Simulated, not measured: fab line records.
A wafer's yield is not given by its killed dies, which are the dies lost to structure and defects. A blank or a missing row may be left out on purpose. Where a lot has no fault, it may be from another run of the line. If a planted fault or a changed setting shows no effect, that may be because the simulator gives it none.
Matching of chambers	flow nand-harc	4 sister chambers for NHARC_P_CONTACT_CMP_01 on cmp-01
The step polishes SiO2, target thk 200 nm. 16 wafers are shown with their chamber, then 8 later ones without.

## WAFERS WITH THEIR CHAMBER
wafer	chamber	motor-current-A (A)	slurry-filter-dp-kPa (kPa)
L075.1	1	12.3	13.36
L075.2	2	11.4	13.62
L075.5	0	11.4	13.62
L076.4	3	12.4	13.60
L076.5	0	11.3	13.51
L076.6	3	12.1	13.38
L076.1	1	11.7	13.42
L076.2	2	11.7	13.44
L076.3	0	11.4	13.34
L091.3	1	12.3	13.64
L091.5	0	11.6	13.53
L091.6	1	12.8	13.56
L093.1	3	11.4	13.60
L093.4	2	11.9	13.44
L093.6	3	12.1	13.28
L095.1	0	11.3	13.73

SIGNATURES (means of the wafers above)
reading	chamber 0	chamber 1	chamber 2	chamber 3	scatter within a chamber
motor-current-A	11.400	12.275	11.667	12.000	0.333
slurry-filter-dp-kPa	13.5460	13.4950	13.5000	13.4650	0.139
Rule: a wafer lies at a distance from a chamber equal to the root of the sum of squares, over the readings, of (its reading less the chamber's mean, divided by the reading's scatter). The wafer belongs to the nearest chamber; if the next one is less than 2 further off, it can't be placed. How the scatter is found: for the shown wafers, subtract from each reading the mean of its chamber, square and add these, divide the total by (wafers less chambers), then take the root.

## WAFERS WHOSE CHAMBER IS MISSING
wafer	motor-current-A (A)	slurry-filter-dp-kPa (kPa)
L095.4	12.1	13.63
L095.5	11.1	13.48
L096.2	12.3	13.57
L096.3	12.4	13.42
L096.4	11.3	13.30
L096.1	12.0	13.56
L096.5	11.1	13.58
L096.6	12.6	13.61

## THE CHAMBER EACH PASSED THROUGH
wafer	from the rows above	in truth
L095.4	can't be placed: 1 or 3 or 2 or 0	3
L095.5	can't be placed: 0 or 2 or 3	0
L096.2	can't be placed: 1 or 3 or 2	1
L096.3	can't be placed: 1 or 3 or 2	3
L096.4	can't be placed: 0 or 2 or 3 or 1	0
L096.1	can't be placed: 3 or 1 or 2 or 0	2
L096.5	can't be placed: 0 or 2 or 3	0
L096.6	can't be placed: 1 or 3 or 2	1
Correctly placed: 0 of 8. These rows do not allow placing 8 (true chamber among the candidates in 8). Wrongly placed: 0.
